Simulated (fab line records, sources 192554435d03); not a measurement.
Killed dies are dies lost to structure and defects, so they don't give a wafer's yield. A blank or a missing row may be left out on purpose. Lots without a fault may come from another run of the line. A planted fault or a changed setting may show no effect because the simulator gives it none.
fab line records | flow n5_finfet
record lots=9 wafers=26 last_day=17
route steps=1938 shown BEOL_M4@1062 PASSIVATION@1936
lots that met no fault: from a run of the same line without faults
start_h: hours from the record's first day to the start of the lot's first wafer shown | wait_h: hours since the lot's step before | " the same as in the row above | L1.1+2: a row that stands for several wafers | - no value, or no start given | * or withheld: withheld | < > ~ a bound
route shown NAME@n: a module of which the file shows steps, and the number in the route of the first | usual: mean/standard deviation of fault-free wafers | same: alike in all rows | chamber/n: place in a boat | sites: the reading at each site | _std_site: their standard deviation | _edge_site: outer sites' mean less inner sites' | radius_mm: how far each site lies from the wafer's centre | mask NAME#n: copy n | behind: the tool/chamber that last shaped the wafer | hold: why the lot was held/for how many hours/how that ended | device: the transistor (n, p or np) that didn't switch | end of line: the same wafers' tests at the end of the route | a step without rows: its recipe alone | killed: dies lost to structure and defects at the first sort, not the wafer's yield | map: a wafer's dies, x killed, . not, _ none there
set.NAME: the setting as run; set.NAME@STEP: as run at that earlier step | model.NAME: the simulator's own value behind a step, which no gauge read
steps of the route over a sample of lots; a table a step, a row a wafer
services: from which hour (start_h, from the record's first day; less than 0 if before it) a tool's chamber was out of use, for how many hours, and why
## steps
# step N5_BEOL_M4_ALD_98
# recipe material=SiO2 target_thk_a=25 temp_c=100 ald_precursor_family=BDEAS ald_co_reactant=O2-plasma pulse_time_s=1 co_reactant_pulse_time_s=1 purge_time_s=2 co_reactant_purge_time_s=2 ald_cycles=17 pressure_torr=2
# usual heater_power_outer_w=42/3.8 heater_power_w=81/5.8 precursor_pulse_height_rel=1.000/0.02
# same co_reactant_pulse_time_s=1
# columns lot.wafer tool chamber start_h wait_h heater_power_outer_w heater_power_w precursor_pulse_height_rel
L840.2 ald_sin-01 2 153.83 0.1 37 77 1.005
L840.5 " 1 " " 41 76 1.027
L840.6 " 2 " " 38 78 1.003
L841.1 ald_sin-01 3 162.96 0.1 49 89 1.006
L841.2 " 2 " " 37 76 1.013
L841.4 " 0 " " 43 80 1.035
L844.1 ald_sin-03 3 180.79 0.2 41 76 0.999
L844.3 " 0 " " 45 89 0.996
L844.5 " 3 " " 41 78 0.992
L846.1 ald_sin-01 3 199.75 0.1 48 89 0.996
L846.2 " 0 " " 42 81 1.004
L846.6 " 1 " " 41 79 1.000
L849.2 ald_sin-01 3 209.24 0.1 49 93 0.981
L849.5 " 0 " " 42 80 0.974
L849.6 " 3 " " 49 93 1.021
L858.4 ald_sin-01 2 265.11 0.4 39 78 0.978
L858.5 " 1 " " 41 79 1.028
L862.1 ald_sin-01 1 290.19 0.1 39 73 0.989
L862.4 " 2 " " 36 75 1.000
L862.5 " 3 " " 47 88 1.005
L861.3 ald_sin-01 2 291.04 0.3 35 76 0.966
L861.5 " 3 " " 46 87 1.026
L861.6 " 2 " " 36 75 1.022
L863.3 ald_sin-02 0 300.29 0.3 38 78 0.998
L863.4 " 2 " " 44 77 1.005
L863.5 " 3 " " 41 76 0.982
# step N5_BEOL_M4_TRENCH_ETCH_37
# recipe chemistry=C4F6/O2 target_depth_a=555.55 target=SiOC time_s=29.2 ion_energy_ev=250 pressure_mtorr=30 source_w=355 bias_w=185 Ar_flow_sccm=300 C4F6_flow_sccm=10 O2_flow_sccm=10
# usual drypump_motor_current_A=5.7/0.42 oes_product_au=0.81/0.089 rf_vpp_V=668/15 showerhead_plenum_p_Torr=2.86/0.086 throttle_valve_pct=20.90/0.22
# columns lot.wafer tool chamber start_h wait_h drypump_motor_current_A oes_product_au rf_hours_counter_h rf_vpp_V showerhead_plenum_p_Torr throttle_valve_pct
L840.2 rie_diel-03 1 154.90 - 6.2 0.71 221 669 2.84 21.43
L840.5 " 2 " " 5.5 0.78 - 693 2.98 20.95
L840.6 " 3 " " 6.2 0.85 - 647 2.88 20.63
L841.1 rie_diel-02 0 163.68 - 5.2 0.97 15 672 2.81 20.83
L841.2 " 2 " " 5.8 0.89 38 665 2.80 20.95
L841.4 " 3 " " 5.1 0.85 50 673 2.90 20.86
L844.1 rie_diel-03 1 184.75 - 6.2 0.71 231 670 2.83 21.44
L844.3 " 0 " " 5.4 0.70 235 675 2.69 20.88
L844.5 " 1 " " 6.2 0.71 - 669 2.83 21.44
L846.1 rie_diel-03 0 201.02 - 5.4 0.70 242 675 2.69 20.90
L846.2 " 3 " " 6.2 0.83 87 647 2.87 20.66
L846.6 " 1 " " 6.2 0.70 - 669 2.83 21.44
L849.2 rie_diel-03 0 211.36 - 5.4 0.70 246 676 2.69 20.89
L849.5 " 2 " " 5.5 0.77 - 694 2.97 20.99
L849.6 " 3 " " 6.2 0.83 - 647 2.87 20.66
L858.4 rie_diel-03 3 268.29 - 6.2 0.56 118 647 2.86 20.63
L858.5 " 2 " " 5.5 0.73 - 693 2.95 21.02
L862.1 rie_diel-02 1 290.78 - 6.2 0.72 167 651 2.82 20.91
L862.4 " 0 " " 5.2 0.87 65 673 2.79 20.92
L862.5 " 2 " " 5.7 0.81 - 664 2.77 21.03
L861.3 rie_diel-03 2 298.25 - 5.5 0.73 180 693 2.95 21.03
L861.5 " 3 " " 6.2 0.78 - 646 2.85 20.70
L861.6 " 0 " " 5.4 0.65 - 686 3.01 20.52
L863.3 rie_diel-02 2 301.40 - 5.7 0.82 93 662 2.77 21.04
L863.4 " 3 " " 5.1 0.78 103 674 2.87 20.94
L863.5 " 2 " " 5.7 0.81 - 663 2.77 21.01
# step N5_BEOL_M4_OCD_MEAS_38
# usual trench_depth_nm=56.1/1
# columns lot.wafer tool chamber start_h wait_h trench_depth_nm
L840.2 ocd-01 - 155.06 - 57.5
L840.5 " - " " 56.5
L840.6 " - " " 56.5
L841.1 ocd-02 - 163.84 - 56.6
L841.2 " - " " 58.2
L841.4 " - " " 56.5
L844.1 ocd-02 - 184.91 - 56.7
L844.3 " - " " 54.6
L844.5 " - " " 57.0
L846.1 ocd-02 - 201.18 - 55.5
L846.2 " - " " 56.6
L846.6 " - " " 57.2
L849.2 ocd-01 - 211.51 - 55.4
L849.5 " - " " 56.9
L849.6 " - " " 56.3
L858.4 ocd-02 - 268.45 - 28.7
L858.5 " - " " 54.9
L862.1 ocd-01 - 290.93 - 55.1
L862.4 " - " " 56.3
L862.5 " - " " 56.0
L861.3 ocd-02 - 298.41 - 55.2
L861.5 " - " " 55.6
L861.6 " - " " 29.3
L863.3 ocd-02 - 301.56 - 57.7
L863.4 " - " " 56.3
L863.5 " - " " 56.3
# step N5_BEOL_M4_CD_MEAS_35
# recipe target_cd_nm=18 target_cd_y_nm=22.4 polarity=opening
# usual cd_nm=17.8/0.45
# columns lot.wafer tool chamber start_h wait_h cd_nm
L840.2 cd_sem-01 - 155.21 0.0 18.1
L840.5 " - " " 18.1
L840.6 " - " " 18.9
L841.1 cd_sem-02 - 163.99 0.0 18.1
L841.2 " - " " 18.2
L841.4 " - " " 18.2
L844.1 cd_sem-01 - 185.06 0.0 17.6
L844.3 " - " " 18.0
L844.5 " - " " 18.2
L846.1 cd_sem-03 - 201.33 0.0 17.8
L846.2 " - " " 18.2
L846.6 " - " " 18.2
L849.2 cd_sem-01 - 211.67 0.0 18.7
L849.5 " - " " 18.4
L849.6 " - " " 17.7
L858.4 cd_sem-03 - 268.60 0.0 17.5
L858.5 " - " " 18.4
L862.1 cd_sem-02 - 291.09 0.0 17.8
L862.4 " - " " 17.2
L862.5 " - " " 18.1
L861.3 cd_sem-02 - 298.60 0.0 17.6
L861.5 " - " " 17.7
L861.6 " - " " 16.6
L863.3 cd_sem-01 - 301.71 0.0 17.4
L863.4 " - " " 18.5
L863.5 " - " " 17.5
# step N5_BEOL_M4_SURFACE_TREAT_85
# recipe gas=Ar time_s=* ion_energy_ev=* ion_current_ma_cm2=0.5 pressure_mtorr=* ar_flow_sccm=30
# usual throttle_valve_pct=*
# columns lot.wafer tool chamber start_h wait_h throttle_valve_pct
L840.2 pvd_sputter-02 - 156.26 0.2 *
L840.5 " - " " *
L840.6 " - " " *
L841.1 pvd_sputter-01 - 164.63 0.1 *
L841.2 " - " " *
L841.4 " - " " *
L844.1 pvd_sputter-02 - 185.61 0.1 *
L844.3 " - " " *
L844.5 " - " " *
L846.1 pvd_sputter-03 - 202.35 0.3 *
L846.2 " - " " *
L846.6 " - " " *
L849.2 pvd_sputter-03 - 212.30 0.1 *
L849.5 " - " " *
L849.6 " - " " *
L858.4 pvd_sputter-01 - 269.36 0.2 *
L858.5 " - " " *
L862.1 pvd_sputter-03 - 292.90 1.5 *
L862.4 " - " " *
L862.5 " - " " *
L861.3 pvd_sputter-03 - 299.25 0.1 *
L861.5 " - " " *
L861.6 " - " " *
L863.3 pvd_sputter-03 - 303.28 0.2 *
L863.4 " - " " *
L863.5 " - " " *
# step N5_BEOL_M4_THK_MEAS_53
# recipe thk_meas_gauge=xrf reads=Cu_of_BEOL_M4_ECD_50
# usual M4_THK=39.9/1.5
# columns lot.wafer tool chamber start_h wait_h M4_THK[nm]
L840.2 film_metro-02 - 164.97 - 40.5
L840.5 " - " " 40.0
L840.6 " - " " 40.4
L841.1 film_metro-01 - 168.78 - 40.4
L841.2 " - " " 42.1
L841.4 " - " " 41.2
L844.1 film_metro-02 - 188.49 - 40.2
L844.3 " - " " 38.2
L844.5 " - " " 39.6
L846.1 film_metro-02 - 205.26 - 41.1
L846.2 " - " " 40.4
L846.6 " - " " 40.6
L849.2 film_metro-02 - 215.62 - 39.5
L849.5 " - " " 40.8
L849.6 " - " " 40.0
L858.4 film_metro-01 - 272.25 - 12.2
L858.5 " - " " 38.7
L862.1 film_metro-02 - 295.87 - 41.0
L862.4 " - " " 41.5
L862.5 " - " " 41.6
L861.3 film_metro-02 - 302.16 - 41.5
L861.5 " - " " 41.9
L861.6 " - " " 14.2
L863.3 film_metro-02 - 306.19 - 42.5
L863.4 " - " " 39.8
L863.5 " - " " 39.5
# step N5_BEOL_M4_RS_MEAS_58
# recipe thk_meas_gauge=four-point-probe reads=Co_of_BEOL_M4_CO_CAP_55+Cu_of_BEOL_M4_ECD_50+Co_of_BEOL_M4_CVD_47+TaN_of_BEOL_M4_ALD_84
# usual M4_RS=0.67/0.033
# columns lot.wafer tool chamber start_h wait_h M4_RS[ohm/sq]
L840.2 film_metro-01 - 165.23 0.1 0.66
L840.5 " - " " 0.66
L840.6 " - " " 0.66
L841.1 film_metro-02 - 169.04 0.0 0.66
L841.2 " - " " 0.63
L841.4 " - " " 0.64
L844.1 film_metro-02 - 188.78 0.0 0.65
L844.3 " - " " 0.69
L844.5 " - " " 0.66
L846.1 film_metro-01 - 205.55 0.0 0.64
L846.2 " - " " 0.66
L846.6 " - " " 0.65
L849.2 film_metro-02 - 215.88 0.1 0.68
L849.5 " - " " 0.65
L849.6 " - " " 0.67
L858.4 film_metro-01 - 272.51 0.0 3.41
L858.5 " - " " 0.69
L862.1 film_metro-02 - 296.36 0.0 0.65
L862.4 " - " " 0.64
L862.5 " - " " 0.63
L861.3 film_metro-02 - 302.42 0.1 0.63
L861.5 " - " " 0.62
L861.6 " - " " 2.71
L863.3 film_metro-01 - 306.48 0.1 0.61
L863.4 " - " " 0.67
L863.5 " - " " 0.67
# step N5_BEOL_M4_RC_MEAS_101
# usual DIBL_N=36.8/2.1 DIBL_P=37.1/2.2 IOFF_N=0.18/0.037 IOFF_P=0.23/0.041 ION_N=682/13 ION_P=467/8.6 SS_N=71.7/0.61 SS_P=73.5/0.6 VT_N=248/3.4 VT_P=-249/3.5
# columns lot.wafer tool chamber start_h wait_h DIBL_N[mV/V] DIBL_P[mV/V] IOFF_N[nA/um] IOFF_P[nA/um] ION_N[uA/um] ION_P[uA/um] SS_N[mV/dec] SS_P[mV/dec] VT_N[mV] VT_P[mV]
L840.2 prober-01 0 165.44 0.2 35.8 36.0 0.16 0.24 689 488 71.3 73.0 246 -246
L840.5 " 0 " " 36.0 36.6 0.16 0.24 682 473 71.6 73.7 248 -245
L840.6 " 0 " " 37.5 38.2 0.18 0.26 693 484 71.4 73.5 246 -244
L841.1 prober-01 0 169.10 0.0 39.8 39.1 0.22 0.26 695 474 72.5 74.0 244 -249
L841.2 " 0 " " 39.1 37.5 0.19 0.23 691 467 72.8 73.8 247 -247
L841.4 " 0 " " 40.5 39.5 0.24 0.28 706 479 72.6 73.9 245 -246
L844.1 prober-02 0 188.83 0.0 32.2 32.8 0.13 0.18 668 461 70.8 72.8 250 -250
L844.3 " 0 " " 32.3 32.7 0.13 0.18 678 466 70.5 72.8 253 -249
L844.5 " 0 " " 34.1 34.5 0.16 0.21 683 470 71.5 73.6 248 -250
L846.1 prober-01 0 205.60 0.0 37.9 37.5 0.18 0.21 657 445 72.1 73.3 250 -250
L846.2 " 0 " " 37.7 38.5 0.18 0.22 675 456 71.6 73.6 247 -253
L846.6 " 0 " " 36.2 37.0 0.14 0.19 659 449 71.4 72.8 253 -251
L849.2 prober-01 0 216.09 0.2 38.1 37.8 0.21 0.24 690 473 71.3 73.8 245 -247
L849.5 " 0 " " 37.7 37.0 0.20 0.24 691 479 72.4 73.3 244 -249
L849.6 " 0 " " 38.8 39.0 0.20 0.26 689 472 71.8 73.7 248 -248
L858.5 prober-02 0 273.18 0.6 32.1 32.2 0.10 0.16 661 458 71.4 72.7 255 -254
L862.1 prober-01 0 296.41 0.0 35.1 37.3 0.16 0.20 677 466 70.8 72.6 249 -250
L862.4 " 0 " " 35.8 37.5 0.16 0.20 684 464 71.4 73.9 250 -250
L862.5 " 0 " " 37.7 41.0 0.22 0.26 690 468 71.8 74.3 247 -248
L861.3 prober-01 0 302.78 0.3 37.0 39.5 0.20 0.29 694 475 72.4 74.0 245 -242
L861.5 " 0 " " 37.0 39.3 0.19 0.29 685 476 71.6 73.7 247 -242
L863.3 prober-01 0 306.84 0.3 36.3 35.6 0.15 0.20 679 466 71.5 73.2 249 -251
L863.4 " 0 " " 38.0 38.2 0.18 0.25 682 469 72.5 74.5 248 -249
L863.5 " 0 " " 37.9 38.1 0.18 0.24 688 469 71.8 73.6 249 -247
# step N5_PASSIVATION_PROBE_49
# usual defect_limited_yield=91.0/1.4 killed_at_M0_to_M3=35/10 killed_at_M4_up=13/6 killed_at_contacts=13/6.4 killed_at_front_end=42/12 killed_at_other=3.2/2.4 killed_dies=107/17 killed_on_rim=15/4.1 killed_open=69/13 killed_short=33/7.3 sort_bin_5_function=5.3/0.92 sort_bin_6_memory=3.3/0.66 sort_n_pass=1073/17 sort_yield_pct=90.9/1.4
# same gross_dies=1180 killed_at_back_side=0 sort_bin_4_leakage[%]=0 sort_bin_8_speed[%]=0
# columns lot.wafer tool chamber start_h wait_h defect_limited_yield[%] killed_at_M0_to_M3 killed_at_M4_up killed_at_contacts killed_at_front_end killed_at_other killed_dies killed_on_rim killed_open killed_short sort_bin_5_function[%] sort_bin_6_memory[%] sort_n_pass sort_yield_pct[%]
L844.1 prober-02 - 291.53 0.0 93.1 18 13 4 44 2 81 15 46 33 4.2 2.5 1099 93.1
L844.3 prober-02 - 291.63 0.1 91.4 11 11 29 47 4 102 16 60 34 4.8 3.2 1078 91.4
L844.5 prober-02 - 291.73 0.2 93.2 21 17 8 31 3 80 9 52 24 4.5 1.9 1100 93.2
L858.4 prober-02 - 379.06 0.2 0 23 1095 23 37 2 1180 152 56 34 96.7 2.9 0 0
L858.5 prober-02 - 379.11 0.2 90.7 26 19 9 54 2 110 17 68 39 5.8 3.3 1070 90.7
L861.3 prober-01 - 405.03 0.1 89.2 40 11 26 49 2 128 20 82 45 6.3 4.2 1052 89.2
L861.5 prober-01 - 405.13 0.2 90.7 42 16 15 36 1 110 20 70 36 5.5 3.5 1070 90.7
L861.6 prober-01 - 405.18 0.3 0.3 27 1099 12 38 0 1176 152 58 20 97.1 2.2 4 0.3
# killed by level:class
L844.1 FIN_SAQP:geometric_particle:short=15 FIN_SAQP:geometric_particle:open=8 STI_FIN_REVEAL:geometric_particle:open=7 MOL_CONTACT_COAG:geometric_particle:open=4 BEOL_M4:geometric_particle:open=4 BEOL_M0_SAQP:geometric_particle:short=3 BEOL_M0:geometric_particle:open=3 BEOL_M1:geometric_particle:short=3
L844.3 MOL_CONTACT_COAG:geometric_particle:open=25 FIN_SAQP:geometric_particle:short=11 FIN_SAQP:geometric_particle:open=6 STI_FIN_REVEAL:geometric_particle:open=4 PASS1_CAP:geometric_particle:short=4 STARTING-WAFER:geometric_particle:short=4 ILD0:geometric_particle:open=3 GATE_CUT:geometric_particle:open=3
L844.5 MOL_CONTACT_COAG:geometric_particle:open=7 FIN_SAQP:geometric_particle:short=6 FIN_SAQP:geometric_particle:open=5 STI_FIN_REVEAL:geometric_particle:open=5 BEOL_M3:geometric_particle:open=5 BEOL_M1:geometric_particle:open=4 GATE_CUT:geometric_particle:short=4 BEOL_M2:geometric_particle:open=4
L858.4 BEOL_M4:area_ecd=1088 MOL_CONTACT_COAG:geometric_particle:open=19 GATE_CUT:geometric_particle:short=13 BEOL_M3:geometric_particle:open=10 STI_FIN_REVEAL:geometric_particle:open=6 MOL_CONTACT_COAG:geometric_particle:short=4 BEOL_M1:geometric_particle:short=4 FIN_SAQP:geometric_particle:short=3
L858.5 STI_FIN_REVEAL:geometric_particle:open=21 FIN_SAQP:geometric_particle:short=7 BEOL_M4:geometric_particle:open=6 STI_FIN_REVEAL:geometric_particle:short=5 BEOL_M0_SAQP:geometric_particle:short=5 BEOL_M3:geometric_particle:open=5 BEOL_M5:geometric_particle:open=5 FIN_CUT:geometric_particle:open=4
L861.3 MOL_CONTACT_COAG:geometric_particle:open=22 DUMMY_GATE:geometric_particle:open=13 BEOL_M0_SAQP:geometric_particle:short=13 STI_FIN_REVEAL:geometric_particle:open=9 BEOL_M0_SAQP:geometric_particle:open=9 FIN_SAQP:geometric_particle:short=8 MOL_CONTACT_COAG:geometric_particle:short=4 DUMMY_GATE:geometric_particle:short=4
L861.5 BEOL_M0_SAQP:geometric_particle:open=15 MOL_CONTACT_COAG:geometric_particle:open=13 BEOL_M0_SAQP:geometric_particle:short=12 STI_FIN_REVEAL:geometric_particle:open=9 BEOL_M5:geometric_particle:open=7 BEOL_M0:geometric_particle:open=6 FIN_SAQP:geometric_particle:open=4 STI_FIN_REVEAL:geometric_particle:short=4
L861.6 BEOL_M4:area_ecd=1094 STI_FIN_REVEAL:geometric_particle:open=15 MOL_CONTACT_COAG:geometric_particle:open=10 BEOL_M0_SAQP:geometric_particle:open=9 STI_FIN_REVEAL:geometric_particle:short=4 BEOL_M0_SAQP:geometric_particle:short=4 BEOL_M3:geometric_particle:open=4 DUMMY_GATE:geometric_particle:open=3
## services
# columns tool chamber start_h hours kind
ald_sin-02 - 132.72 6.1 pm
ald_sin-01 1 135.89 2.6 repair
pvd_sputter-03 - 136.53 4.5 repair
ald_sin-02 - 176.75 14.0 pm
rie_diel-03 0 221.15 - clean
rie_diel-03 0 221.15 - consumable_replace:focus_ring
rie_diel-03 0 221.15 - consumable_replace:showerhead
rie_diel-03 0 221.15 18.5 scheduled_down
rie_diel-03 0 221.15 18.5 vent_cycle
rie_diel-03 1 239.65 - clean
rie_diel-03 1 239.65 - consumable_replace:focus_ring
rie_diel-03 1 239.65 15.2 scheduled_down
ald_sin-02 0 260.60 10.3 repair
ald_sin-02 - 267.83 2.8 pm
ald_sin-01 - 269.63 14.0 pm
ald_sin-01 0 269.63 14.0 vent_cycle
ald_sin-01 1 269.63 14.0 vent_cycle
ald_sin-01 2 269.63 14.0 vent_cycle
ald_sin-01 3 269.63 14.0 vent_cycle
rie_diel-03 1 272.43 3.8 repair
ald_sin-01 0 283.63 - clean
ald_sin-01 1 283.63 - clean
ald_sin-01 2 283.63 - clean
ald_sin-01 3 283.63 - clean
## key
first_sign step=N5_BEOL_M4_OCD_MEAS_38 reading=trench_depth_nm direction=down sigmas=26 usual=56.1 struck=29.0
effect step=N5_BEOL_M4_THK_MEAS_53 reading=M4_THK direction=down sigmas=17 usual=39.9 struck=13.2
effect step=N5_BEOL_M4_RS_MEAS_58 reading=M4_RS direction=up sigmas=72 usual=0.67 struck=3.06
effect step=N5_PASSIVATION_PROBE_49 reading=killed_at_M4_up direction=up sigmas=99+ usual=13 struck=1097
more_kills_born_at N5_BEOL_M4_ECD_50@ecd_cu-02=1094 N5_BEOL_M4_ECD_50@ecd_cu-01=1088
met_at N5_BEOL_M4_TRENCH_ETCH_37
struck_lots L858,L861
struck_wafers L858.4,L861.6
later_rows_left_out L858.4,L861.6
not_acting_at N5_BEOL_M4_ALD_98,N5_BEOL_M4_CD_MEAS_35,N5_BEOL_M4_SURFACE_TREAT_85
onset_between 211.36 268.29
fault kind=process_parameter_drift tool=rie_diel-03 chamber=- onset_h=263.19 steps=N5_BEOL_M4_TRENCH_ETCH_37 channel=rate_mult offset=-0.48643 shape=step end_h=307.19 scope=struck_wafers_only
# later_rows_left_out: the simulator's readings of these wafers behind a module that went badly wrong aren't trusted and aren't shown, but for the sort
